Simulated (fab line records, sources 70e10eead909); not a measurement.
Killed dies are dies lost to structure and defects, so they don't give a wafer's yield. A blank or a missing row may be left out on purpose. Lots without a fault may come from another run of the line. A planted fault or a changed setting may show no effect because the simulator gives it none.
Which tool did it? | flow nand_harc | 7 lots, 21 wafers sampled, at 3 steps of a route of 1159

WHAT THE GAUGES READ, wafer by wafer
NHARC_A_ONON_D1_THK_MEAS_30: measures by ellipsometry.
lot  | measured     | on            | thk_nm (nm)
L805 | day 8 04:59  | film_metro-02 | 994 994 996
L807 | day 8 23:27  | film_metro-02 | 992 991 991
L810 | day 9 20:14  | film_metro-02 | 1003 1002 1003
L812 | day 10 11:02 | film_metro-01 | 987 987 986
L815 | day 11 04:13 | film_metro-01 | 978 977 977
L819 | day 12 00:20 | film_metro-02 | 1054 1054 1055
L826 | day 13 09:32 | film_metro-02 | 1011 1012 1011

WHICH TOOL RAN EACH LOT (tool, then ch and the chambers of the sampled wafers, then the start)
lot  | NHARC_A_ZERO_WELL_ETCH_13        | NHARC_A_ONON_D1_DEP_28
L805 | rie_si-01 ch 0,2,3, day 6 19:10  | pecvd_onon-01 ch 0, day 8 04:39
L807 | rie_si-05 ch 0,2,3, day 7 13:02  | pecvd_onon-01 ch 0, day 8 23:00
L810 | rie_si-01 ch 2,3, day 8 09:11    | pecvd_onon-02 ch 0, day 9 19:44
L812 | rie_si-04 ch 0,1,3, day 8 23:48  | pecvd_onon-03 ch 0, day 10 10:32
L815 | rie_si-05 ch 0,1,3, day 9 18:26  | pecvd_onon-01 ch 0, day 11 03:49
L819 | rie_si-05 ch 1,2, day 10 15:19   | pecvd_onon-03 ch 0, day 11 23:49
L826 | rie_si-01 ch 0,1,3, day 11 23:41 | pecvd_onon-01 ch 0, day 13 09:00
- NHARC_A_ZERO_WELL_ETCH_13: etches the open film in HBr/Cl2, target depth 120 nm, time 40.1 s.
- NHARC_A_ONON_D1_DEP_28: target thk 1000 nm.

THE ANSWER, worked out from the rows above alone
Rule: what is usual is taken from the lots themselves. Put in order of their means at a reading, lots are off if they are a third of the lots or fewer, leave a main group of 4 or more, and stand apart from it by a gap of 3 or more times the standard deviation of the main group's means; of several such gaps the widest counts. A main group whose means are all the same, to the digits that the tables above print for the reading, isn't used. A lot without any number at a reading at which 4 lots or more have one is off too. The other lots that the step has rows for count as sound.
Off: L819, at NHARC_A_ONON_D1_THK_MEAS_30 (thk_nm). The main group: mean 994 nm, standard deviation 11.
A tool fits if, at a process step before that reading, it ran every lot that is off, and no sound lot after the first of them. The gauges at NHARC_A_ONON_D1_THK_MEAS_30 are tried like those tools. Can't be told from this: 2 tools fit, rie_si-05 at NHARC_A_ZERO_WELL_ETCH_13, pecvd_onon-03 at NHARC_A_ONON_D1_DEP_28.

WHAT THE SIMULATOR HAD PUT IN
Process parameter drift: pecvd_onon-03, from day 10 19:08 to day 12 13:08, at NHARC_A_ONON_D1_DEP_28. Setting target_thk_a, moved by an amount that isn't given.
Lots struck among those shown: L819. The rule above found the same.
